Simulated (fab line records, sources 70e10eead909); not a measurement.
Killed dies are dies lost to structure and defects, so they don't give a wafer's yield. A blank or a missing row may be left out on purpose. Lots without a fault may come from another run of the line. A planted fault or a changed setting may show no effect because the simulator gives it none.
One fault seen from 2 desks | flow nand_harc | each desk has only its own numbers; what lay behind them comes last

THE METROLOGY DESK
What the gauges read, lot by lot, whatever tool the lot ran on: means of the sampled wafers that have a number. A lot is out of limits, marked OUT, if its mean lies more than 4 standard deviations from the usual mean; the brackets give that distance.
Columns: A = cd_nm at NHARC_P_M0_CD_MEAS_09, usual 89.9 nm; B = overlay_x_nm at NHARC_P_M0_OVL_MEAS_10, usual 0.3 nm; C = overlay_y_nm at NHARC_P_M0_OVL_MEAS_10, usual 0.0 nm; D = cd_nm at NHARC_P_M0_CD_MEAS_16, usual 89.9 nm
lot  | first seen here | A    | B    | C    | D
L128 | day 6 20:55     | 89.8 | 0.8  | 0.7  | 90.2
L130 | day 7 16:38     | 90.0 | 1.7  | -1.2 | 90.2
L132 | day 8 11:41     | 90.5 | 1.1  | 0.2  | 91.0
L146 | day 14 06:05    | 90.5 | 0.7  | 0.1  | 90.1
L149 | day 15 17:59    | 89.1 | -0.8 | -0.3 | 88.9
This desk's finding: nothing out of limits on any of the 5 lots.

THE DEFECT DESK
What the inspections along the route counted, lot by lot: means of the sampled wafers that have a number. A lot is out of limits, marked OUT, if its mean lies more than 4 standard deviations from the usual mean; the brackets give that distance.
Columns: A = raw_defect_count at NHARC_P_CONTACT_INSPECT_27, usual 271; B = raw_defect_count at NHARC_P_M0_INSPECT_11, usual 4.2
lot  | first seen here | A   | B
L128 | day 6 20:01     | 204 | 3.3
L130 | day 7 15:44     | 183 | 4.0
L132 | day 8 10:55     | 428 | 3.3
L146 | day 14 05:11    | 203 | 3.0
L149 | day 15 17:13    | 276 | 3.3
This desk's finding: nothing out of limits on any of the 5 lots.

PUT TOGETHER
The metrology desk saw nothing out of limits.
The defect desk saw nothing out of limits.

WHAT THE SIMULATOR HAD PUT IN
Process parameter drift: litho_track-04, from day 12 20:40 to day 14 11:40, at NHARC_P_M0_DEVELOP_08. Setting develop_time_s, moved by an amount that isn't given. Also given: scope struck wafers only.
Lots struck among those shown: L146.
